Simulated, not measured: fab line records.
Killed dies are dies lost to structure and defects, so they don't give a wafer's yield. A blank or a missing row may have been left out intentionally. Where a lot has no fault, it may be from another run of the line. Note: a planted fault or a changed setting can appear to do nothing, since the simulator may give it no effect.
fab line records	flow nandHarc
[record] lots = 12	wafers = 36	lastDay = 26
route steps=1159 shown P_GATE@202 P_CONTACT@218
lots untouched by any fault: they come from a run of this same line in which no faults occurred
startH: the number of hours between the record's first day and the start of the first shown wafer of the lot	waitH: hours from the lot's prior step to this one	" repeats the value in the row above	L1.1+2: a row that stands for several wafers	- no value, or no start given	* or withheld: withheld	< > ~ a bound
route shown NAME@n: names a module that has steps shown in the file, with the first one's number in the route	usual: mean/standard deviation of fault-free wafers	same: alike in all rows	chamber/n: place in a boat	sites: the reading at each site	_std_site: the standard deviation of these	_edge_site: inner sites' mean taken away from outer sites' mean	radiusMm: how far each site lies from the wafer's centre	mask NAME#n: copy n	behind: tool/chamber where the wafer was last shaped	hold: cause of the lot's hold/its duration in hours/its outcome	device: which transistor (n, p or np) failed to switch	end of line: tests of these same wafers at the route's end	where a step has no rows: the recipe by itself	killed: at the first sort, the dies lost to defects and structure; wafer yield is something else	map: the dies of a wafer, with x for killed, . for not killed, _ for no die there
set.NAME: the setting as run; set.NAME@STEP: as run at that earlier step	model.NAME: the simulator's own value behind a step, which no gauge read
a sample of lots followed through the steps of the route, with each step as a table and each wafer as a row
services: a tool's chamber out of use, with start hour (startH, from the record's first day; less than 0 if before it), hours out, and reason
[[steps]]
[step NHARC_P_GATE_DESCUM_93]
[recipe] timeS = 3	o2FlowSccm = 200	arFlowSccm = 0	biasPowerW = 0	chemistry = O2
[usual] drypumpMotorCurrentA = 5.7/0.47	o2FlowSccm = 200.0/0.62	oesProductAu = 0.996/0.0097	rfVppV = 57.8/0.96	showerheadPlenumPTorr = 1.93/0.076	throttleValvePct = 11.311/0.0086
[same] biasPowerW = 0
lot.wafer	tool	chamber	startH	waitH	drypumpMotorCurrentA	o2FlowSccm	oesProductAu	rfHoursCounterH	rfVppV	showerheadPlenumPTorr	throttleValvePct
L517.1	rieDiel-07	0	107.17	-	6.7	200.5	1.004	17	55.7	1.86	11.311
L517.3	"	3	"	"	5.5	201.2	1.004	-	56.6	2.07	11.310
L517.6	"	0	"	"	6.7	199.4	0.995	-	57.8	1.86	11.296
L518.3	rieDiel-11	0	112.93	-	5.8	200.4	0.993	38	58.5	1.96	11.313
L518.4	"	1	"	"	5.5	199.6	0.994	37	59.4	2.02	11.309
L518.5	"	0	"	"	5.8	200.3	0.995	-	58.1	1.96	11.307
L519.1	rieDiel-13	1	113.92	-	5.2	200.1	0.996	2	58.0	1.96	11.325
L519.3	"	3	"	"	6.2	200.3	0.975	2	57.9	2.00	11.296
L519.6	"	2	"	"	6.1	199.8	0.999	-	57.4	1.83	11.325
L522.2	rieDiel-13	1	135.05	-	5.2	200.4	1.001	6	60.5	1.96	11.317
L522.3	"	2	"	"	6.0	199.7	1.003	6	57.2	1.83	11.311
L522.4	"	3	"	"	6.2	200.7	0.989	5	59.5	2.00	11.312
L525.3	rieDiel-13	0	151.16	-	5.6	200.3	0.996	9	58.4	1.93	11.304
L525.6	"	3	"	"	6.2	199.0	0.985	-	57.4	2.00	11.335
L525.5	"	0	"	"	5.6	199.6	1.001	-	57.7	1.93	11.320
L530.1	rieDiel-13	2	183.45	-	6.1	199.6	1.000	13	56.9	1.82	11.296
L530.3	"	0	"	"	5.6	200.4	0.995	14	55.6	1.92	11.317
L530.5	"	1	"	"	5.2	200.5	0.996	-	57.9	1.96	11.315
L531.2	rieDiel-13	1	190.71	-	5.2	199.6	0.991	14	59.0	1.96	11.314
L531.1	"	0	"	"	5.6	199.4	1.007	15	58.1	1.92	11.310
L531.6	"	2	"	"	6.0	200.2	1.012	-	56.5	1.82	11.308
L534.3	rieDiel-13	3	203.51	-	6.2	199.6	0.989	18	58.4	1.99	11.305
L534.4	"	0	"	"	5.6	200.9	0.992	19	56.5	1.92	11.299
L534.5	"	1	"	"	5.2	200.8	0.994	-	58.8	1.95	11.314
L537.1	rieDiel-13	0	220.82	-	5.5	200.3	0.986	22	56.8	1.92	11.304
L537.4	"	1	"	"	5.2	198.6	1.004	21	58.2	1.95	11.314
L537.6	"	0	"	"	5.5	200.7	0.985	-	56.6	1.92	11.313
L538.1	rieDiel-13	2	232.25	-	6.0	200.0	0.991	24	56.5	1.82	11.323
L538.2	"	1	"	"	5.2	198.9	0.993	24	59.6	1.95	11.311
L538.4	"	1	"	"	5.2	199.1	1.002	-	57.1	1.95	11.310
L539.3	rieDiel-07	3	238.11	-	5.5	199.0	0.993	0	59.8	2.06	11.308
L539.5	"	1	"	"	4.7	199.0	1.017	-	57.1	1.86	11.328
L539.6	"	2	"	"	5.9	199.2	1.030	-	59.5	2.01	11.294
L540.2	rieDiel-13	3	246.64	-	6.2	201.0	0.992	26	59.2	1.99	11.322
L540.1	"	0	"	"	5.6	199.9	0.983	24	57.3	1.92	11.309
L540.6	"	2	"	"	6.0	199.6	1.009	-	56.8	1.82	11.322
[step NHARC_P_CONTACT_DEP_00]
[recipe] targetThkA = 5000	tempC = 400	pressureTorr = 6.5	rfW = 900	teosFlowSccm = 161.4	flowSccm = 2650	targetThkNm = 500	gas = O2	material = SiO2
[usual] heaterPowerOuterW = 323/48	heaterPowerW = 580/84	rfFwdPowerW = 897.7/2.5	throttleValvePct = 15.6/0.57
lot.wafer	tool	chamber	startH	waitH	heaterPowerOuterW	heaterPowerW	rfFwdPowerW	throttleValvePct
L517.3	pecvd-02	1	-	-	336	526	896.0	15.5
L517.1	"	0	"	"	315	546	901.1	14.9
L517.6	"	0	"	"	334	563	893.7	14.8
L518.3	pecvd-01	2	-	-	404	718	900.1	16.1
L518.4	"	1	"	"	271	443	896.7	15.3
L518.5	"	2	"	"	413	745	897.3	15.9
L519.1	pecvd-02	2	-	-	302	502	902.5	15.1
L519.3	"	0	"	"	262	483	895.7	14.9
L519.6	"	2	"	"	205	369	897.9	15.0
L522.3	pecvd-02	0	-	-	363	586	896.9	14.9
L522.2	"	2	"	"	297	502	897.9	15.2
L522.4	"	1	"	"	362	546	899.5	15.6
L525.3	pecvd-01	2	-	-	416	746	899.5	15.7
L525.6	"	0	"	"	328	650	894.7	15.5
L525.5	"	2	"	"	432	763	899.4	15.6
L530.3	pecvd-01	0	-	-	372	690	897.0	15.7
L530.1	"	2	"	"	378	686	897.8	15.9
L530.5	"	1	"	"	269	457	899.9	15.5
L531.1	pecvd-03	1	-	-	355	649	898.3	15.4
L531.2	"	2	"	"	317	644	895.8	16.5
L531.6	"	0	"	"	317	597	902.3	16.3
L534.3	pecvd-01	2	-	-	358	672	899.1	15.8
L534.5	"	2	"	"	387	732	897.6	15.8
L534.4	"	0	"	"	366	660	901.1	15.8
L537.1	pecvd-03	1	224.41	0.3	342	618	899.7	15.6
L537.4	"	2	"	"	318	648	899.2	16.9
L537.6	"	1	"	"	377	674	898.8	15.6
L538.2	pecvd-02	0	-	-	358	628	894.4	14.9
L538.1	"	2	"	"	286	501	898.1	14.6
L538.4	"	0	"	"	249	460	895.8	15.2
L539.3	pecvd-03	0	-	-	325	611	899.8	16.6
L539.5	"	0	"	"	336	616	896.6	16.5
L539.6	"	1	"	"	331	629	898.6	15.5
L540.2	pecvd-02	2	-	-	269	471	899.7	14.6
L540.1	"	0	"	"	283	514	896.2	15.1
L540.6	"	1	"	"	303	497	893.9	15.9
[step NHARC_P_CONTACT_DEVELOP_11]
[recipe] developTimeS = 35	devTempC = 23
[usual] developerTempC = 23.00/0.1
lot.wafer	tool	chamber	startH	waitH	developerTempC
L517.1	lithoTrack-04	0	111	-	23.12
L517.3	"	0	"	"	23.06
L517.6	"	0	"	"	23.03
L518.3	lithoTrack-04	0	117	-	23.08
L518.4	"	0	"	"	23.05
L518.5	"	0	"	"	22.99
L519.1	lithoTrack-04	0	118	-	23.01
L519.3	"	0	"	"	22.84
L519.6	"	0	"	"	22.88
L522.2	lithoTrack-01	0	139	-	23.09
L522.3	"	0	"	"	22.83
L522.4	"	0	"	"	22.84
L525.3	lithoTrack-06	0	155	-	22.93
L525.5	"	0	"	"	23.06
L525.6	"	0	"	"	22.96
L530.1	lithoTrack-04	0	187	-	22.93
L530.3	"	0	"	"	22.98
L530.5	"	0	"	"	23.13
L531.1	lithoTrack-04	0	195	-	22.06
L531.2	"	0	"	"	22.06
L531.6	"	0	"	"	22.04
L534.3	lithoTrack-04	0	217	-	22.05
L534.4	"	0	"	"	21.98
L534.5	"	0	"	"	21.91
L537.1	lithoTrack-06	0	225	-	23.06
L537.4	"	0	"	"	23.15
L537.6	"	0	"	"	23.04
L538.1	lithoTrack-01	0	237	-	23.05
L538.2	"	0	"	"	22.93
L538.4	"	0	"	"	22.95
L539.3	lithoTrack-01	0	243	-	22.98
L539.5	"	0	"	"	22.89
L539.6	"	0	"	"	23.13
L540.1	lithoTrack-06	0	251	-	22.96
L540.2	"	0	"	"	22.99
L540.6	"	0	"	"	22.93
[step NHARC_P_CONTACT_ALD_22]
[recipe] targetThkA = 30	pulseTimeS = 1	aldCycles = 150	tempC = 450	material = TiN
[usual] heaterPowerOuterW = 664/56	heaterPowerW = 1023/71	precursorPulseHeightRel = 0.999/0.018
lot.wafer	tool	chamber	startH	waitH	heaterPowerOuterW	heaterPowerW	precursorPulseHeightRel
L517.3	aldMetal-04	0	113.81	-	691	971	0.982
L517.1	"	2	"	"	582	919	0.998
L517.6	"	3	"	"	654	1041	1.042
L518.3	aldMetal-04	1	119.74	-	726	1152	1.017
L518.4	"	2	"	"	566	927	1.026
L518.5	"	0	"	"	679	971	0.971
L519.3	aldMetal-02	0	120.70	-	748	1103	1.012
L519.1	"	1	"	"	592	951	1.019
L519.6	"	0	"	"	735	1052	0.992
L522.3	aldMetal-01	1	141.51	-	711	1017	0.996
L522.2	"	2	"	"	646	985	0.992
L522.4	"	2	"	"	637	989	1.002
L525.3	aldMetal-02	0	158.14	-	744	1067	0.994
L525.5	"	1	"	"	596	963	1.009
L525.6	"	2	"	"	619	1079	1.001
L530.1	aldMetal-04	1	190.03	-	734	1167	0.991
L530.3	"	3	"	"	625	1015	1.015
L530.5	"	0	"	"	684	1001	1.049
L531.1	aldMetal-01	2	197.59	-	639	971	1.038
L531.2	"	1	"	"	704	985	1.008
L531.6	"	2	"	"	640	985	1.024
L534.4	aldMetal-02	1	219.82	-	621	951	1.009
L534.3	"	3	"	"	760	1155	0.981
L534.5	"	0	"	"	749	1094	0.988
L537.1	aldMetal-02	3	227.93	-	760	1129	1.011
L537.4	"	0	"	"	748	1107	0.996
L537.6	"	1	"	"	599	937	0.976
L538.2	aldMetal-04	2	239.30	-	556	857	1.008
L538.1	"	3	"	"	615	989	1.017
L538.4	"	0	"	"	699	976	0.964
L539.3	aldMetal-04	0	245.20	-	705	953	1.008
L539.5	"	0	"	"	700	963	0.967
L539.6	"	1	"	"	692	1123	1.002
L540.1	aldMetal-04	3	253.32	-	636	999	0.998
L540.2	"	0	"	"	698	962	1.026
L540.6	"	3	"	"	614	998	0.975
[[services]]
tool	chamber	startH	hours	kind
lithoTrack-01	-	93.00	7.0	pm
rieDiel-13	-	99.00	9.0	pm
aldMetal-01	-	102.00	10.0	pm
rieDiel-07	1	102.82	16.8	repair
pecvd-03	-	111.20	13.0	pm
aldMetal-02	2	116.16	13.5	repair
lithoTrack-06	-	117.00	7.0	pm
aldMetal-01	3	131.47	15.0	repair
aldMetal-04	3	135.72	2.2	repair
lithoTrack-04	-	141.00	7.0	pm
pecvd-02	-	153.00	13.0	pm
aldMetal-01	1	167.65	4.0	repair
rieDiel-11	3	174.31	11.6	repair
rieDiel-11	1	181.20	9.2	repair
aldMetal-04	2	184.51	9.2	repair
aldMetal-02	-	186.00	10.0	pm
pecvd-01	-	197.14	2.9	repair
rieDiel-07	3	199.25	7.7	repair
pecvd-02	1	220.50	8.3	repair
pecvd-03	0	221.68	15.8	repair
rieDiel-13	0	225.81	19.4	repair
aldMetal-04	-	228.00	10.0	pm
rieDiel-07	-	228.26	9.0	pm
pecvd-01	-	237.40	13.0	pm
[[key]]
[firstSign] step = NHARC_P_CONTACT_DEVELOP_11	reading = developerTempC	direction = down	sigmas = 9.8	usual = *	struck = *
effect none on later readings
metAt NHARC_P_CONTACT_DEVELOP_11
struckLots L531,L534
testerLeftOut L531,L534
[loopTrim] step = NHARC_P_CONTACT_EXPOSE_09	setting = dose	lots = L534
notActingAt NHARC_P_GATE_DESCUM_93,NHARC_P_CONTACT_DEP_00,NHARC_P_CONTACT_ALD_22
onsetBetween 187 195
[fault] kind = processParameterDrift	tool = lithoTrack-04	chamber = -	onsetH = 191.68	steps = NHARC_P_CONTACT_DEVELOP_11	channel = devTempC	offset = *	shape = step	endH = 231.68	actsIn = *	stated = *
// testerLeftOut: of these lots the tester's yield and bins aren't shown, on N5 and GAA mostly nor the transistor test; their killed dies are dies lost to structure and defects alone, not to doping, threshold or leakage, so they don't give the yield
// loopTrim: a control loop set the setting to another value than it would have without faults
